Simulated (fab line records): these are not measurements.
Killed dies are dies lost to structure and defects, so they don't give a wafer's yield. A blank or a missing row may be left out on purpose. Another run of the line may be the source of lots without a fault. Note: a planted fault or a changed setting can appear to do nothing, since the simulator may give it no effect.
Which tool did it? ; flow n5_finfet ; 24 lots with 72 wafers sampled at 4 steps, on a route of 1938 steps

== WHAT THE GAUGES READ, wafer by wafer ==
N5_BEOL_M11_THK_MEAS_53: measures by xrf. Usual: M11_THK gives 140.2 nm (standard deviation 2.7).
lot;measured;on;M11_THK (nm);flag
L074;day 10 17:01;film_metro-02;140.2 138.5 137.7;
L075;day 10 23:41;film_metro-01;137.1 135.7 142.7;
L076;day 11 17:34;film_metro-01;138.0 135.9 143.8;
L080;day 11 22:47;film_metro-02;141.1 140.5 142.1;
L077;day 11 22:59;film_metro-02;137.9 135.6 137.1;
L079;day 12 00:14;film_metro-02;137.7 139.6 142.4;
L081;day 12 04:08;film_metro-02;141.6 140.5 140.8;
L078;day 12 07:05;film_metro-02;139.0 137.2 140.3;
L082;day 12 13:00;film_metro-01;139.2 141.0 140.9;
L083;day 12 21:14;film_metro-02;137.3 141.4 136.8;
L084;day 13 04:43;film_metro-01;138.6 144.2 143.6;
L085;day 13 20:16;film_metro-01;141.9 139.4 140.8;
L087;day 14 00:00;film_metro-01;138.7 138.8 139.2;
L089;day 14 08:32;film_metro-02;145.6 141.0 146.0;
L086;day 14 08:37;film_metro-01;140.2 139.3 140.1;
L091;day 14 10:44;film_metro-02;137.1 140.3 140.5;
L090;day 14 13:31;film_metro-01;140.3 141.8 141.0;
L088;day 14 15:58;film_metro-01;142.0 140.6 136.6;
L093;day 14 19:42;film_metro-01;137.2 143.4 139.9;
L092;day 15 17:57;film_metro-02;138.4 137.0 138.7;
L094;day 15 18:21;film_metro-01;141.7 143.7 138.9;
L096;day 16 14:32;film_metro-01;139.2 144.9 147.1;
L097;day 16 18:20;film_metro-01;142.6 143.1 149.2;
L095;day 16 18:27;film_metro-01;141.7 138.6 141.7;

N5_BEOL_M11_INSPECT_58: inspects for defects (darkfield). Usual: raw_defect_count reads 67 (standard deviation 22).
lot;measured;on;raw_defect_count;flag
L074;day 10 17:10;defect_inspect-02;47 56 56;
L075;day 10 23:50;defect_inspect-02;50 57 53;
L076;day 11 17:43;defect_inspect-01;55 55 75;
L080;day 11 22:58;defect_inspect-02;76 69 50;
L077;day 11 23:10;defect_inspect-02;68 67 61;
L079;day 12 00:23;defect_inspect-02;35 44 66;
L081;day 12 04:17;defect_inspect-01;75 55 72;
L078;day 12 07:14;defect_inspect-01;59 49 48;
L082;day 12 13:09;defect_inspect-02;97 127 111;
L083;day 12 21:23;defect_inspect-02;34 98 56;
L084;day 13 04:52;defect_inspect-02;74 35 62;
L085;day 13 20:25;defect_inspect-01;101 148 116;
L087;day 14 00:09;defect_inspect-01;41 90 120;
L089;day 14 08:41;defect_inspect-01;56 91 78;
L086;day 14 08:46;defect_inspect-01;94 45 76;
L091;day 14 10:53;defect_inspect-01;52 97 53;
L090;day 14 13:40;defect_inspect-02;51 66 74;
L088;day 14 16:07;defect_inspect-01;70 56 55;
L093;day 14 19:51;defect_inspect-02;89 61 68;
L092;day 15 18:06;defect_inspect-02;53 60 46;
L094;day 15 18:30;defect_inspect-02;75 69 37;
L096;day 16 14:41;defect_inspect-01;110 43 111;
L097;day 16 18:29;defect_inspect-01;65 39 41;
L095;day 16 18:36;defect_inspect-01;94 87 86;

N5_BEOL_M12_THK_MEAS_01. Usual: M12_ILD_THK gives 660 nm (standard deviation 9.3).
lot;measured;on;M12_ILD_THK (nm);flag
L074;day 10 17:21;film_metro-01;659 658 663;
L075;day 11 00:00;film_metro-02;645 654 665;
L076;day 11 17:53;film_metro-01;655 663 673;
L080;day 11 23:08;film_metro-01;665 661 684;
L077;day 11 23:19;film_metro-01;667 667 670;
L079;day 12 00:33;film_metro-01;660 664 674;
L081;day 12 04:27;film_metro-02;664 663 668;
L078;day 12 07:24;film_metro-02;653 671 669;
L082;day 12 13:22;film_metro-02;663 659 655;
L083;day 12 21:34;film_metro-01;644 661 665;
L084;day 13 05:02;film_metro-01;657 671 673;
L085;day 13 20:35;film_metro-02;652 646 664;
L087;day 14 00:19;film_metro-02;664 669 673;
L089;day 14 08:54;film_metro-02;639 647 661;
L086;day 14 08:56;film_metro-02;648 653 670;
L091;day 14 11:06;film_metro-02;651 652 653;
L090;day 14 13:53;film_metro-02;647 662 666;
L088;day 14 16:17;film_metro-02;656 670 677;
L093;day 14 20:01;film_metro-02;648 658 664;
L092;day 15 18:16;film_metro-01;657 668 659;
L094;day 15 18:40;film_metro-01;652 661 665;
L096;day 16 14:52;film_metro-01;666 664 675;
L097;day 16 18:40;film_metro-01;660 666 669;
L095;day 16 18:46;film_metro-02;666 662 667;

N5_BEOL_M13_INSPECT_12: inspects for defects (macro). Usual: raw_defect_count reads 2.0 (standard deviation 1.4).
lot;measured;on;raw_defect_count;flag
L074;day 11 02:50;defect_inspect-02;1 0 1;
L075;day 11 06:16;defect_inspect-01;4 2 1;
L076;day 11 22:53;defect_inspect-02;2 1 2;
L080;day 12 03:43;defect_inspect-01;2 3 2;
L077;day 12 14:20;defect_inspect-02;2 1 1;
L079;day 12 05:32;defect_inspect-02;3 3 1;
L081;day 12 16:28;defect_inspect-02;4 1 1;
L078;day 12 16:50;defect_inspect-02;1 4 2;
L082;day 12 18:11;defect_inspect-01;3 3 1;
L083;day 13 05:46;defect_inspect-02;3 0 3;
L084;day 13 14:29;defect_inspect-02;0 0 2;
L085;day 14 02:46;defect_inspect-01;4 3 2;
L087;day 14 05:54;defect_inspect-02;5 2 1;
L089;day 14 14:40;defect_inspect-02;1 2 1;
L086;day 14 14:58;defect_inspect-01;2 3 1;
L091;day 14 17:41;defect_inspect-02;2 2 1;
L090;day 14 18:44;defect_inspect-02;0 4 2;
L088;day 14 22:06;defect_inspect-02;5 2 5;
L093;day 15 04:19;defect_inspect-02;4 1 4;
L092;day 16 01:35;defect_inspect-01;0 2 3;
L094;day 16 00:04;defect_inspect-02;2 3 3;
L096;day 16 20:41;defect_inspect-02;0 0 4;
L097;day 17 01:48;defect_inspect-02;0 1 4;
L095;day 17 02:14;defect_inspect-01;2 1 1;

== EACH LOT AND THE TOOL THAT RAN IT (in order: tool; ch and the chambers of the sampled wafers; start) ==
Record: no process step prior to these readings.

== WHAT THE TOOLS THEMSELVES READ (means of the sampled wafers that have a number; where no wafer has one, the mark that the record gives instead) ==
The record holds no such reading with a usual standard deviation.

== THE ANSWER, worked out from the rows above alone ==
Rule: a lot counts as off when the mean over its wafers that have a number is more than 3 standard deviations away from the usual mean. A lot without any number at a reading at which 4 lots or more have one is off too. Any other lot the step has rows for is counted as sound. The gauges are gone through in route order, then the tools' own readings, and for those a lot's mean is taken as printed above. The first step at which some lot is off is used, and at that step the reading that is off furthest; a lot without a number counts as furthest.
No lot is off at any reading shown: from this, nothing can be told.

== WHAT WAS PUT IN BY THE SIMULATOR ==
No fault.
